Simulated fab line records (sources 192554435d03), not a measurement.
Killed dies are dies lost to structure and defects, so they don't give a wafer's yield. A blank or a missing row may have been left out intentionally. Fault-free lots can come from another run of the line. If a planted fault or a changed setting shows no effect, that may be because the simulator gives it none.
Matching of chambers :: flow n5-finfet :: pecvd-02 running N5_BEOL_M0_DEP_125: 3 sister chambers
The step deposits SiCN from 3MS/NH3, target thk 8 nm, time 14 s. 3 wafers are shown with their chamber, then 8 later ones without.

## WAFERS PAIRED WITH THEIR CHAMBERS
wafer: L080.1
chamber: 1
showerhead-plenum-p-Torr (Torr): 3.666

wafer: L081.1
chamber: 2
showerhead-plenum-p-Torr (Torr): 3.669

wafer: L084.1
chamber: 0
showerhead-plenum-p-Torr (Torr): 3.659

## WAFERS MISSING THEIR CHAMBER
wafer: L084.4
showerhead-plenum-p-Torr (Torr): 3.680

wafer: L084.5
showerhead-plenum-p-Torr (Torr): 3.684

wafer: L093.1
showerhead-plenum-p-Torr (Torr): 3.675

wafer: L093.4
showerhead-plenum-p-Torr (Torr): 3.673

wafer: L093.6
showerhead-plenum-p-Torr (Torr): 3.666

wafer: L097.2
showerhead-plenum-p-Torr (Torr): 3.670

wafer: L097.4
showerhead-plenum-p-Torr (Torr): 3.644

wafer: L097.6
showerhead-plenum-p-Torr (Torr): 3.676

## WHICH CHAMBER EACH ONE RAN IN
wafer: L084.4
from the rows above: can't be placed: 2 or 1 or 0
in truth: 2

wafer: L084.5
from the rows above: can't be placed: 2 or 1 or 0
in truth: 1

wafer: L093.1
from the rows above: can't be placed: 2 or 1 or 0
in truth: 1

wafer: L093.4
from the rows above: can't be placed: 2 or 1 or 0
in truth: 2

wafer: L093.6
from the rows above: can't be placed: 1 or 2 or 0
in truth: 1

wafer: L097.2
from the rows above: can't be placed: 2 or 1 or 0
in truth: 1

wafer: L097.4
from the rows above: can't be placed: 0 or 1 or 2
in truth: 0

wafer: L097.6
from the rows above: can't be placed: 2 or 1 or 0
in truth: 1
Placed correctly: 0 of 8. Unplaceable from these rows: 8, with the true chamber sitting among the candidates in 8. Number placed wrongly: 0.
How it was worked out, from the rows above alone: a wafer's distance from a chamber is the root of the sum, over the readings, of the square of ((its reading less the chamber's mean) divided by the reading's scatter). If the next closest chamber is less than 2 further off than the closest, the wafer can't be placed; otherwise it belongs to the closest. Each chamber's mean is taken over the wafers shown for it. The scatter (one wafer shown for each chamber): square how far every hidden wafer sits from the nearest shown wafer, average those squares and take the square root.
